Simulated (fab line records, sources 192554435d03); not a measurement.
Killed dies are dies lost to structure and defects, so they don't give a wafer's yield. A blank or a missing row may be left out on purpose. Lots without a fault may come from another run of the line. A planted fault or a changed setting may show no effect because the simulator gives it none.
Chamber matching | flow n5_finfet | N5_BEOL_M9_ETCH_61 on rie_diel-06: 4 sister chambers
The step etches SiARC in CF4, target depth 39 nm, time 65 s. 18 wafers are shown with their chamber, then 9 later ones without.

WAFERS WITH THEIR CHAMBER
wafer  | chamber | showerhead_plenum_p_Torr (Torr) | etch_rf_on_time_s (s) | oes_product_au (a.u.)
L076.1 | 3       | 2.14                            | 66.2                  | 0.65
L076.3 | 1       | 2.18                            | 64.0                  | 0.75
L076.4 | 2       | 2.20                            | 68.4                  | 0.58
L082.2 | 0       | 2.13                            | 64.7                  | 0.63
L082.3 | 2       | 2.19                            | 68.4                  | 0.56
L082.4 | 1       | 2.17                            | 62.8                  | 0.74
L085.4 | 0       | 2.13                            | 64.9                  | 0.62
L085.5 | 3       | 2.14                            | 65.5                  | 0.64
L085.6 | 2       | 2.19                            | 65.2                  | 0.86
L088.2 | 2       | 2.19                            | 65.4                  | 0.85
L088.4 | 2       | 2.19                            | 65.7                  | 0.84
L088.6 | 0       | 2.13                            | 65.2                  | 0.63
L089.1 | 3       | 2.14                            | 65.7                  | 0.64
L089.4 | 2       | 2.19                            | 65.5                  | 0.84
L089.6 | 0       | 2.13                            | 64.4                  | 0.62
L086.1 | 3       | 2.14                            | 65.3                  | 0.63
L086.4 | 0       | 2.13                            | 64.8                  | 0.63
L086.5 | 1       | 2.17                            | 62.2                  | 0.73

SIGNATURES (means of the wafers above)
reading                  | chamber 0 | chamber 1 | chamber 2 | chamber 3 | scatter within a chamber
showerhead_plenum_p_Torr | 2.1300    | 2.1733    | 2.1917    | 2.1400    | 0.00327
etch_rf_on_time_s        | 64.800    | 63.000    | 66.433    | 65.675    | 1.01
oes_product_au           | 0.6260    | 0.7400    | 0.7550    | 0.6400    | 0.0861
Rule: a wafer's distance from a chamber is the root of the sum, over the readings, of the square of ((its reading less the chamber's mean) divided by the reading's scatter). The wafer belongs to the nearest chamber; if the next one is less than 2 further off, it can't be placed. The scatter: the root of (the sum of the squares of (reading less its chamber's mean) over the shown wafers, divided by (wafers less chambers)).

WAFERS WITHOUT THEIR CHAMBER
wafer  | showerhead_plenum_p_Torr (Torr) | etch_rf_on_time_s (s) | oes_product_au (a.u.)
L090.2 | 2.17                            | 62.9                  | 0.71
L090.3 | 2.19                            | 64.8                  | 0.81
L090.4 | 2.12                            | 64.6                  | 0.62
L095.2 | 2.17                            | 62.7                  | 0.72
L095.3 | 2.13                            | 64.6                  | 0.63
L095.6 | 2.19                            | 64.9                  | 0.81
L096.3 | 2.12                            | 64.5                  | 0.62
L096.4 | 2.13                            | 65.7                  | 0.63
L096.6 | 2.12                            | 65.5                  | 0.61

WHICH CHAMBER EACH WENT THROUGH
wafer  | from the rows above | in truth
L090.2 | 1                   | 1
L090.3 | 2                   | 2
L090.4 | 0                   | 0
L095.2 | 1                   | 1
L095.3 | 0                   | 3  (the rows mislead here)
L095.6 | 2                   | 2
L096.3 | 0                   | 0
L096.4 | 0                   | 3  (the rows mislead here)
L096.6 | 0                   | 0
Placed correctly: 7 of 9. Can't be placed from these rows: 0. Placed wrongly: 2.
